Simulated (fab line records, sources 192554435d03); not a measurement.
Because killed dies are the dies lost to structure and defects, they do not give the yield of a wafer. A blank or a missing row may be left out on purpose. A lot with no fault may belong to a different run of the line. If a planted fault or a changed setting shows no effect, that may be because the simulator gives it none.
Lot-split experiment | flow n5Finfet | 21 wafers read from 7 lots, route of 1938 steps

== THE SPLIT ==
At N5_PASSIVATION_PASS_ETCH_74 (etches SiNx in CF4/O2, target depth 220 nm, time 110 s), the setting sourceW was moved away from the recipe's 535 W on 6 of the 21 wafers read, by -15.9% to +14.5%. This setting was run at the recipe's value on the other wafers.

Reading taken at the split's own step.

== THE READING ==
rfVppV, in V, at N5_PASSIVATION_PASS_ETCH_74 (etches SiNx in CF4/O2, target depth 220 nm, time 110 s). On this fab line, fault-free wafers typically give 239.8 V with a standard deviation of 2.2 V.

wafer  | tool, chamber at the split | sourceW as run, W | against the recipe | rfVppV, V | against lot-mates on the recipe
L074.4 | rieDiel-04, 3              | 559.4             | +4.6%              | 238.6     | +0.0
L074.5 | rieDiel-04, 1              | 535               | recipe             | 238.1     | -
L074.6 | rieDiel-04, 2              | 535               | recipe             | 239.0     | -
L075.2 | rieDiel-04, 3              | 535               | recipe             | 243.8     | -
L075.3 | rieDiel-04, 2              | 535               | recipe             | 240.4     | -
L075.6 | rieDiel-04, 0              | 535               | recipe             | 240.3     | -
L076.3 | rieDiel-01, 2              | 535               | recipe             | 239.6     | -
L076.5 | rieDiel-01, 1              | 535               | recipe             | 238.7     | -
L076.6 | rieDiel-01, 0              | 535               | recipe             | 235.9     | -
L080.1 | rieDiel-04, 1              | 535               | recipe             | 236.7     | -
L080.5 | rieDiel-04, 1              | 535               | recipe             | 237.9     | -
L080.6 | rieDiel-04, 0              | 477.5             | -10.7%             | 255.9     | +18.6
L085.3 | rieDiel-04, 1              | 535               | recipe             | 237.2     | -
L085.4 | rieDiel-04, 2              | 450.1             | -15.9%             | 262.4     | +25.2
L085.5 | rieDiel-04, 1              | 450.1             | -15.9%             | 260.4     | +23.2
L086.1 | rieDiel-01, 0              | 535               | recipe             | 236.9     | -
L086.2 | rieDiel-01, 1              | 535               | recipe             | 239.4     | -
L086.5 | rieDiel-01, 1              | 535               | recipe             | 237.3     | -
L097.3 | rieDiel-01, 2              | 535               | recipe             | 240.8     | -
L097.5 | rieDiel-01, 3              | 612.7             | +14.5%             | 225.2     | -15.6
L097.6 | rieDiel-01, 2              | 612.7             | +14.5%             | 222.7     | -18.1

THE FIT
A straight line over all 21 wafers: rfVppV changes by -1.25 V for each +1% of sourceW; r = -0.96; the points scatter about the line by 2.5 V.
The same after taking each lot's own level away (the mean of its wafers on the recipe; 21 wafers): -1.36 V for each +1%; r = -0.98; scatter 2.2 V.
On that fit, the largest move of sourceW shifts the reading by 22 V.
The span of the lots' own levels, 237.20 to 241.50 V, comes to 2.0 times the standard deviation stated above.
Consequently the slope shifts little with the lot-to-lot level, the two slopes agreeing.
Check: with one of the wafers moved furthest among these (-15.9%) left out of the fit, the line predicts +21.7 V for it against its lot-mates. Against them it came out at +25.2 V.
Tool readings at the split's step, against how far the setting was moved: rfVppV r = -0.96.

== THE WHOLE CHAIN: every reading that the file lists as answering this split, in the file's order ==
step                        | what it does                                            | reading                                                             | change (the file's fit)               | r (the file's)
N5_PASSIVATION_PASS_ETCH_74 | etches SiNx in CF4/O2, target depth 220 nm, time 110 s  | rfVppV                                                              | -1.38 V for each +1% of the setting   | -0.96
N5_PASSIVATION_PASS_ETCH_74 | etches SiNx in CF4/O2, target depth 220 nm, time 110 s  | etch.depthNm (the simulator's own value, which no gauge read)       | +2.16 nm for each +1% of the setting  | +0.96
N5_PASSIVATION_PASS_ETCH_74 | etches SiNx in CF4/O2, target depth 220 nm, time 110 s  | TV_OPEN.cdOffsetNm (the simulator's own value, which no gauge read) | -0.103 nm for each +1% of the setting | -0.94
N5_PASSIVATION_VIA_ETCH_13  | etches SiO2 in CHF3/O2, target depth 660 nm, time 330 s | TV_OPEN.cdOffsetNm (the simulator's own value, which no gauge read) | -0.118 nm for each +1% of the setting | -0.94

== THE FILE'S OWN FIT ==
rfVppV changes by -1.38 V for each +1% of sourceW, r = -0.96.
